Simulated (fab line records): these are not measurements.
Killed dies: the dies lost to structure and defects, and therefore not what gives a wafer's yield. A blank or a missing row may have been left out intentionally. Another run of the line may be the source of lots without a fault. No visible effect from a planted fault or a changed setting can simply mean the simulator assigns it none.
fab line records ; flow nand-harc ; part 2 of 2: steps 25 to 37 of 37
record lots=5; wafers=15; last-day=34
route steps=1302 shown A_ZERO_WELL@398 A_SOURCE_PLATE@413 A_ONON_D1@424
lots untouched by any fault: they come from a run of this same line in which no faults occurred
start-h: the number of hours between the record's first day and the start of the first shown wafer of the lot ; wait-h: how many hours have passed since the lot's step before this one ; " as in the row above ; L1.1+2: several wafers, shown together as one row ; - no value present, or no start provided ; * or withheld: withheld ; < > ~ a bound
route shown NAME@n: names a module that has steps shown in the file, with the first one's number in the route ; usual: mean/standard deviation of fault-free wafers ; same: alike in all rows ; chamber/n: place in a boat ; sites: per-site readings ; _std_site: the standard deviation of these ; _edge_site: inner sites' mean taken away from outer sites' mean ; radius-mm: how far each site lies from the wafer's centre ; mask NAME#n: copy n ; behind: the most recent tool/chamber to have shaped the wafer ; hold: what put the lot on hold/how long, in hours/how the hold closed ; device: whichever transistor did not switch (one of n, p or np) ; end of line: tests run on the same wafers once the route is complete ; where a step has no rows: the recipe by itself ; killed: at the first sort, the dies lost to defects and structure; wafer yield is something else ; map: shows each die of a wafer: x if killed, . if not, _ if none is there
set.NAME: the setting as run; set.NAME@STEP: as run at that earlier step ; model.NAME: the simulator's own value behind a step, which no gauge read
a table for each step, a row for each wafer; lots at some steps of the route
services: when a tool's chamber went out of use (start-h, in hours from the record's first day, below 0 if earlier), for how many hours, and the reason
## steps
# step NHARC_A_ONON_D1_THK_MEAS_02
# recipe thk-meas-gauge=ellipsometry
# usual thk-nm=1002/10
lot.wafer;tool;chamber;start-h;wait-h;thk-nm
L076.3;film-metro-02;-;174.35;-;990
L076.4;film-metro-02;-;174.35;-;991
L076.6;film-metro-02;-;174.35;-;990
L080.3;film-metro-02;-;217.07;-;1004
L080.5;film-metro-02;-;217.07;-;1003
L080.6;film-metro-02;-;217.07;-;1000
L088.2;film-metro-01;-;305.14;-;995
L088.3;film-metro-01;-;305.14;-;994
L088.5;film-metro-01;-;305.14;-;996
L096.2;film-metro-01;-;378.58;-;1013
L096.4;film-metro-01;-;378.58;-;1010
L096.5;film-metro-01;-;378.58;-;1012
L097.3;film-metro-02;-;388.62;-;1004
L097.4;film-metro-02;-;388.62;-;1003
L097.6;film-metro-02;-;388.62;-;1004
# step NHARC_A_ONON_D1_DEP_03
# recipe target-thk-a=10000; n2-flow-sccm=2750; n2o-flow-sccm=2000; nh3-flow-sccm=500; sih4-flow-sccm=210; temp-c=400
lot.wafer;tool;chamber;start-h;wait-h
L076.3+4+6;pecvd-onon-02;0;174.52;0.2
L080.3+5+6;pecvd-onon-04;0;217.24;0.2
L088.2+3+5;pecvd-onon-01;0;305.26;0.1
L096.2+4+5;pecvd-onon-04;0;378.70;0.1
L097.3+4+6;pecvd-onon-02;0;388.79;0.2
# step NHARC_A_ONON_D1_THK_MEAS_05
# recipe thk-meas-gauge=ellipsometry
# usual thk-nm=1003/11
lot.wafer;tool;chamber;start-h;wait-h;thk-nm
L076.3;film-metro-02;-;174.91;-;989
L076.4;film-metro-02;-;174.91;-;987
L076.6;film-metro-02;-;174.91;-;986
L080.3;film-metro-02;-;217.64;-;992
L080.5;film-metro-02;-;217.64;-;991
L080.6;film-metro-02;-;217.64;-;995
L088.2;film-metro-02;-;305.71;-;1033
L088.3;film-metro-02;-;305.71;-;1032
L088.5;film-metro-02;-;305.71;-;1033
L096.2;film-metro-01;-;379.15;-;1020
L096.4;film-metro-01;-;379.15;-;1020
L096.5;film-metro-01;-;379.15;-;1021
L097.3;film-metro-01;-;389.19;-;998
L097.4;film-metro-01;-;389.19;-;999
L097.6;film-metro-01;-;389.19;-;999
# step NHARC_A_ONON_D1_DEP_06
# recipe target-thk-a=10000; n2-flow-sccm=2750; n2o-flow-sccm=2000; nh3-flow-sccm=500; sih4-flow-sccm=210; temp-c=400
lot.wafer;tool;chamber;start-h;wait-h
L076.3+4+6;pecvd-onon-02;0;175.08;0.2
L080.3+5+6;pecvd-onon-01;0;217.82;0.2
L088.2+3+5;pecvd-onon-01;0;305.82;0.1
L096.2+4+5;pecvd-onon-02;0;379.27;0.1
L097.3+4+6;pecvd-onon-02;0;389.36;0.2
# step NHARC_A_ONON_D1_THK_MEAS_08
# recipe thk-meas-gauge=ellipsometry
# usual thk-nm=999/11
lot.wafer;tool;chamber;start-h;wait-h;thk-nm
L076.3;film-metro-02;-;175.48;-;995
L076.4;film-metro-02;-;175.48;-;992
L076.6;film-metro-02;-;175.48;-;994
L080.3;film-metro-02;-;218.21;-;1008
L080.5;film-metro-02;-;218.21;-;1009
L080.6;film-metro-02;-;218.21;-;1007
L088.2;film-metro-02;-;306.27;-;988
L088.3;film-metro-02;-;306.27;-;990
L088.5;film-metro-02;-;306.27;-;990
L096.2;film-metro-01;-;379.72;-;986
L096.4;film-metro-01;-;379.72;-;987
L096.5;film-metro-01;-;379.72;-;987
L097.3;film-metro-01;-;389.75;-;999
L097.4;film-metro-01;-;389.75;-;1000
L097.6;film-metro-01;-;389.75;-;999
# step NHARC_A_ONON_D1_DEP_09
# recipe target-thk-a=10000; n2-flow-sccm=2750; n2o-flow-sccm=2000; nh3-flow-sccm=500; sih4-flow-sccm=210; temp-c=400
lot.wafer;tool;chamber;start-h;wait-h
L076.3+4+6;pecvd-onon-02;0;175.65;0.2
L080.3+5+6;pecvd-onon-02;0;218.38;0.2
L088.2+3+5;pecvd-onon-01;0;306.38;0.1
L096.2+4+5;pecvd-onon-04;0;379.83;0.1
L097.3+4+6;pecvd-onon-04;0;389.92;0.2
# step NHARC_A_ONON_D1_THK_MEAS_11
# recipe thk-meas-gauge=ellipsometry
# usual thk-nm=1001/11
lot.wafer;tool;chamber;start-h;wait-h;thk-nm
L076.3;film-metro-02;-;176.05;-;1006
L076.4;film-metro-02;-;176.05;-;1006
L076.6;film-metro-02;-;176.05;-;1006
L080.3;film-metro-01;-;218.77;-;1001
L080.5;film-metro-01;-;218.77;-;1002
L080.6;film-metro-01;-;218.77;-;1002
L088.2;film-metro-02;-;306.83;-;998
L088.3;film-metro-02;-;306.83;-;998
L088.5;film-metro-02;-;306.83;-;999
L096.2;film-metro-01;-;380.28;-;1006
L096.4;film-metro-01;-;380.28;-;1006
L096.5;film-metro-01;-;380.28;-;1006
L097.3;film-metro-01;-;390.32;-;987
L097.4;film-metro-01;-;390.32;-;988
L097.6;film-metro-01;-;390.32;-;989
# step NHARC_A_ONON_D1_DEP_12
# recipe target-thk-a=10000; n2-flow-sccm=2750; n2o-flow-sccm=2000; nh3-flow-sccm=500; sih4-flow-sccm=210; temp-c=400
lot.wafer;tool;chamber;start-h;wait-h
L076.3+4+6;pecvd-onon-02;0;176.22;0.2
L080.3+5+6;pecvd-onon-04;0;218.94;0.2
L088.2+3+5;pecvd-onon-01;0;306.95;0.1
L096.2+4+5;pecvd-onon-02;0;380.40;0.1
L097.3+4+6;pecvd-onon-04;0;390.49;0.2
# step NHARC_A_ONON_D1_THK_MEAS_14
# recipe thk-meas-gauge=ellipsometry
# usual thk-nm=998/6.5
lot.wafer;tool;chamber;start-h;wait-h;thk-nm
L076.3;film-metro-02;-;176.62;-;998
L076.4;film-metro-02;-;176.62;-;998
L076.6;film-metro-02;-;176.62;-;998
L080.3;film-metro-01;-;219.34;-;1006
L080.5;film-metro-01;-;219.34;-;1005
L080.6;film-metro-01;-;219.34;-;1006
L088.2;film-metro-02;-;307.40;-;994
L088.3;film-metro-02;-;307.40;-;994
L088.5;film-metro-02;-;307.40;-;992
L096.2;film-metro-01;-;380.88;-;996
L096.4;film-metro-01;-;380.88;-;998
L096.5;film-metro-01;-;380.88;-;998
L097.3;film-metro-02;-;390.88;-;1004
L097.4;film-metro-02;-;390.88;-;1005
L097.6;film-metro-02;-;390.88;-;1004
# step NHARC_A_ONON_D1_ANNEAL_15
# recipe temp-c=750; time-s=3600
# usual spike-tc-lower-C=750.9/1.4; spike-tc-upper-C=750.4/0.98; zone-power-top-pct=24.8/1.1
lot.wafer;tool;chamber;start-h;wait-h;spike-tc-lower-C;spike-tc-upper-C;zone-power-top-pct
L076.3;furnace-03;0;180.28;3.7;752.1;750.5;25.9
L076.4;furnace-03;0;180.28;3.7;752.8;751.0;25.6
L076.6;furnace-03;0;180.28;3.7;751.6;750.4;25.9
L080.3;furnace-03;0;224.58;5.2;752.2;749.2;26.1
L080.5;furnace-03;0;224.58;5.2;750.0;752.9;25.8
L080.6;furnace-03;0;224.58;5.2;752.5;750.0;25.8
L088.2;furnace-01;0;312.21;4.8;752.2;749.0;23.6
L088.3;furnace-01;0;312.21;4.8;750.4;749.7;24.2
L088.5;furnace-01;0;312.21;4.8;752.1;750.5;23.5
L096.2;furnace-03;0;384.06;3.2;752.5;750.3;26.4
L096.4;furnace-03;0;384.06;3.2;752.1;750.1;25.9
L096.5;furnace-03;0;384.06;3.2;752.0;750.4;25.6
L097.3;furnace-01;0;394.27;3.4;748.1;750.5;23.3
L097.4;furnace-01;0;394.27;3.4;749.9;750.0;23.8
L097.6;furnace-01;0;394.27;3.4;749.2;750.5;23.5
# step NHARC_A_ONON_D1_DEP_16
# recipe target-thk-a=10000; n2-flow-sccm=2750; n2o-flow-sccm=2000; nh3-flow-sccm=500; sih4-flow-sccm=210; temp-c=400
lot.wafer;tool;chamber;start-h;wait-h
L076.3+4+6;pecvd-onon-02;0;184.24;0.2
L080.3+5+6;pecvd-onon-04;0;228.57;0.2
L088.2+3+5;pecvd-onon-02;0;316.15;0.1
L096.2+4+5;pecvd-onon-02;0;388.01;0.1
L097.3+4+6;pecvd-onon-02;0;398.19;0.2
# step NHARC_A_ONON_D1_THK_MEAS_18
# recipe thk-meas-gauge=ellipsometry
# usual thk-nm=999/7.3
lot.wafer;tool;chamber;start-h;wait-h;thk-nm
L076.3;film-metro-02;-;184.64;-;995
L076.4;film-metro-02;-;184.64;-;995
L076.6;film-metro-02;-;184.64;-;996
L080.3;film-metro-02;-;228.97;-;983
L080.5;film-metro-02;-;228.97;-;984
L080.6;film-metro-02;-;228.97;-;983
L088.2;film-metro-02;-;316.60;-;990
L088.3;film-metro-02;-;316.60;-;992
L088.5;film-metro-02;-;316.60;-;991
L096.2;film-metro-02;-;388.46;-;1000
L096.4;film-metro-02;-;388.46;-;999
L096.5;film-metro-02;-;388.46;-;1000
L097.3;film-metro-02;-;398.59;-;1010
L097.4;film-metro-02;-;398.59;-;1013
L097.6;film-metro-02;-;398.59;-;1013
# step NHARC_A_ONON_D1_DEP_19
# recipe target-thk-a=10000; n2-flow-sccm=2750; n2o-flow-sccm=2000; nh3-flow-sccm=500; sih4-flow-sccm=210; temp-c=400
lot.wafer;tool;chamber;start-h;wait-h
L076.3+4+6;pecvd-onon-02;0;184.81;0.2
L080.3+5+6;pecvd-onon-01;0;229.14;0.2
L088.2+3+5;pecvd-onon-02;0;316.72;0.1
L096.2+4+5;pecvd-onon-04;0;388.58;0.1
L097.3+4+6;pecvd-onon-04;0;398.76;0.2
## services
tool;chamber;start-h;hours;kind
pecvd-onon-04;-;135.48;13.0;pm
rie-diel-09;-;143.10;9.0;pm
wet-bench-07;-;160.00;8.0;pm
rie-diel-01;2;173.34;3.9;repair
pecvd-onon-02;-;185.04;13.0;pm
rie-diel-01;3;189.30;11.1;repair
rie-diel-01;-;203.83;9.0;pm
wet-bench-03;-;210.40;8.0;pm
wet-bench-02;-;244.00;8.0;pm
rie-diel-09;2;248.40;6.9;repair
pecvd-onon-04;-;249.50;1.2;repair
wet-bench-05;-;260.80;8.0;pm
pecvd-onon-01;-;267.05;3.5;repair
rie-diel-09;-;273.24;0.6;repair
litho-track-03;-;275.00;7.0;pm
pecvd-onon-01;-;287.94;5.8;repair
rie-diel-09;0;295.79;1.7;repair
litho-track-05;-;299.00;7.0;pm
wet-bench-07;-;306.86;1.4;repair
pecvd-onon-04;-;316.48;13.0;pm
rie-diel-09;-;320.10;9.0;pm
wet-bench-07;-;336.00;8.0;pm
pecvd-onon-02;-;366.04;13.0;pm
rie-diel-09;0;374.49;11.4;repair
